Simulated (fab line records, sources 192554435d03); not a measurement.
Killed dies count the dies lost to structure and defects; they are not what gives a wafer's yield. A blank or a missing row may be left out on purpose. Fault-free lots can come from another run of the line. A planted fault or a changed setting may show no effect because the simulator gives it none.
Chamber matching ; flow n5 finfet ; rie diel-01 running N5_SDB_HM_OPEN_20: 4 sister chambers
The step chemistry CH3F/O2, target SiNx, stops on poly-Si, target depth 24 nm. 4 wafers are shown with their chamber, then 9 later ones without.

## EACH WAFER AND ITS CHAMBER
wafer;chamber;showerhead plenum p Torr (Torr)
L082.5;2;1.89
L085.3;3;1.96
L087.5;0;2.06
L087.6;1;2.06

## WAFERS WITH NO CHAMBER GIVEN
wafer;showerhead plenum p Torr (Torr)
L088.1;2.06
L088.2;2.13
L088.5;2.06
L091.2;2.06
L091.3;2.13
L091.5;2.06
L092.1;2.06
L092.4;2.13
L092.6;2.06

## THE CHAMBER EACH PASSED THROUGH
wafer;from the rows above;in truth
L088.1;can't be placed: 0 or 1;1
L088.2;can't be placed: 0 or 1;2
L088.5;can't be placed: 0 or 1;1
L091.2;can't be placed: 0 or 1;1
L091.3;can't be placed: 0 or 1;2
L091.5;can't be placed: 0 or 1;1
L092.1;can't be placed: 0 or 1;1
L092.4;can't be placed: 0 or 1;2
L092.6;can't be placed: 0 or 1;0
0 of 9 placed correctly. From these rows, 9 cannot be placed; in 6 the true chamber is one of the candidates. Number placed wrongly: 0.
How it was worked out, from the rows above alone: a wafer's distance from a chamber is the root of the sum, over the readings, of the square of ((its reading less the chamber's mean) divided by the reading's scatter). If the next closest chamber is less than 2 further off than the closest, the wafer can't be placed; otherwise it belongs to the closest. The mean given for a chamber averages the wafers shown for that chamber. The scatter: with one shown wafer a chamber, the root of the mean of the squares of how far each hidden wafer lies from its nearest shown one.
